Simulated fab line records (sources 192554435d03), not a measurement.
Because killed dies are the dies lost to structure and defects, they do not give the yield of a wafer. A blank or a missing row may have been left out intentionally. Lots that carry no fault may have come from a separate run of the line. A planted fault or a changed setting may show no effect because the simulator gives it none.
Lot-split experiment + flow n5 finfet + 21 wafers read across 7 lots, on a route 1938 steps long

THE SPLIT ITSELF
At N5_BEOL_M0_SAQP_ETCH_88 (etches underlayer in N2/H2, target depth 6.5 nm, time 5.2 s), the setting source w was moved away from the recipe's 840 W on 5 of the 21 wafers read, by -12.0% to +15.2%. For the rest of the wafers, this setting stayed at what the recipe calls for.

Reading taken at the split's own step.

THE READING
rf vpp V, in V, at N5_BEOL_M0_SAQP_ETCH_88 (etches underlayer in N2/H2, target depth 6.5 nm, time 5.2 s). Fault-free wafers of this fab line usually give 524.1 V, standard deviation 2.2 V.

| wafer  | tool, chamber at the split | source w as run, W | against the recipe | rf vpp V, V | against lot-mates on the recipe |
|--------|----------------------------|--------------------|--------------------|-------------|---------------------------------|
| L078.2 | rie diel-01, 1             | 840                | recipe             | 521.4       | -                               |
| L078.3 | rie diel-01, 3             | 840                | recipe             | 523.6       | -                               |
| L078.5 | rie diel-01, 1             | 840                | recipe             | 521.0       | -                               |
| L077.1 | rie diel-03, 3             | 840                | recipe             | 528.5       | -                               |
| L077.3 | rie diel-03, 0             | 840                | recipe             | 524.1       | -                               |
| L077.5 | rie diel-03, 3             | 840                | recipe             | 529.7       | -                               |
| L085.2 | rie diel-05, 3             | 840                | recipe             | 524.2       | -                               |
| L085.4 | rie diel-05, 1             | 840                | recipe             | 525.9       | -                               |
| L085.5 | rie diel-05, 1             | 840                | recipe             | 528.1       | -                               |
| L086.1 | rie diel-03, 2             | 967.7              | +15.2%             | 501.4       | -24.1                           |
| L086.3 | rie diel-03, 1             | 840                | recipe             | 525.4       | -                               |
| L086.4 | rie diel-03, 0             | 840                | recipe             | 525.5       | -                               |
| L089.2 | rie diel-05, 2             | 840                | recipe             | 523.1       | -                               |
| L089.3 | rie diel-05, 1             | 840                | recipe             | 525.2       | -                               |
| L089.5 | rie diel-05, 2             | 840                | recipe             | 522.8       | -                               |
| L091.2 | rie diel-03, 2             | 840                | recipe             | 525.2       | -                               |
| L091.4 | rie diel-03, 3             | 739.4              | -12.0%             | 549.7       | +24.5                           |
| L091.5 | rie diel-03, 1             | 739.4              | -12.0%             | 546.2       | +21.0                           |
| L095.1 | rie diel-01, 3             | 840                | recipe             | 523.3       | -                               |
| L095.3 | rie diel-01, 2             | 930.5              | +10.8%             | 504.4       | -18.9                           |
| L095.6 | rie diel-01, 3             | 930.5              | +10.8%             | 506.1       | -17.2                           |

FIT RESULTS
A straight line over all 21 wafers: rf vpp V changes by -1.78 V for each +1% of source w; r = -0.98; the points scatter about the line by 2.5 V.
The same after taking each lot's own level away (the mean of its wafers on the recipe; 21 wafers): -1.74 V for each +1%; r = -0.99; scatter 1.6 V.
Per that fit: largest source w move, reading shift of 26 V.
The lots' own levels span 522.00 to 527.43 V, that is 2.5 times the standard deviation above.
The two slopes are in agreement: the lot-to-lot level therefore moves the slope only a little.
Check: -27.1 V against its lot-mates is what the line predicts for one of the wafers moved furthest among these (+15.2%) when that wafer is left out of the fit. It came out at -24.1 V against them.
Tool readings at the split's step, against how far the setting was moved: rf vpp V r = -0.98.

ADDITIONAL SPLITS CARRIED BY THESE WAFERS
Other splits were also applied to these wafers ahead of the reading. Each is held against what the fit with the lots' levels taken away leaves over:
| other split on the same wafers           | wafers away from the commonest value | r with rf vpp V (lot level and that fit taken away) |
|------------------------------------------|--------------------------------------|-----------------------------------------------------|
| N5_MOL_CONTACT_COAG_EXPOSE_81 dose mj    | 7                                    | +0.06                                               |
| N5_MOL_CONTACT_COAG_CVD_140 target thk a | 10                                   | -0.09                                               |
| N5_BEOL_M0_SAQP_HM_DEP_02 target thk a   | 7                                    | +0.06                                               |

FILE'S OWN FIT
rf vpp V changes by -1.7 V for each +1% of source w, r = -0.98.
